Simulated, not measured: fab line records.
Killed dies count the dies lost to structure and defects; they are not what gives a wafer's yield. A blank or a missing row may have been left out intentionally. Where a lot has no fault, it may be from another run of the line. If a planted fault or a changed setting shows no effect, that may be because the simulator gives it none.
Which of the tools did it? | flow nandHarc | route of 1302 steps, sampled at 1 step: 12 lots, 36 wafers

## WHAT EACH GAUGE READ, for each wafer
NHARC_A_BLC_CD_MEAS_19.
lot  | measured     | on       | cdNm (nm)
L076 | day 23 01:22 | cdSem-01 | 102.3 98.1 101.2
L077 | day 23 21:01 | cdSem-03 | 95.3 97.8 97.8
L079 | day 24 13:07 | cdSem-01 | 97.1 99.7 99.8
L081 | day 25 22:42 | cdSem-03 | 98.5 101.7 95.3
L083 | day 26 19:34 | cdSem-01 | 101.7 97.7 100.2
L085 | day 27 18:13 | cdSem-01 | 101.1 100.3 100.9
L086 | day 28 05:34 | cdSem-02 | 100.8 99.1 97.7
L088 | day 28 14:16 | cdSem-01 | 98.5 95.2 100.6
L092 | day 29 22:52 | cdSem-01 | 99.0 100.8 92.9
L093 | day 30 18:42 | cdSem-03 | 97.7 98.5 98.6
L096 | day 31 07:56 | cdSem-03 | 100.0 97.2 95.7
L097 | day 33 11:04 | cdSem-01 | 100.1 99.9 99.1

## TOOL THAT RAN EACH LOT (tool first, then ch and the chambers of the sampled wafers, then the start)
Record: no process step prior to these readings.

## THE ANSWER, worked out from the rows above alone
Rule: what is usual is taken from the lots themselves. Put in order of their means at a reading, lots are off if they are a third of the lots or fewer, leave a main group of 4 or more, and stand apart from it by a gap of 3 or more times the standard deviation of the main group's means; of several such gaps the widest counts. A main group whose means are all the same, to the digits that the tables above print for the reading, isn't used. Also off: a lot with no number at a reading for which 4 or more lots have one. Any other lot the step has rows for is counted as sound.
No lot is off at any reading shown: from this, nothing can be told.

## WHAT THE SIMULATOR HAD PUT IN
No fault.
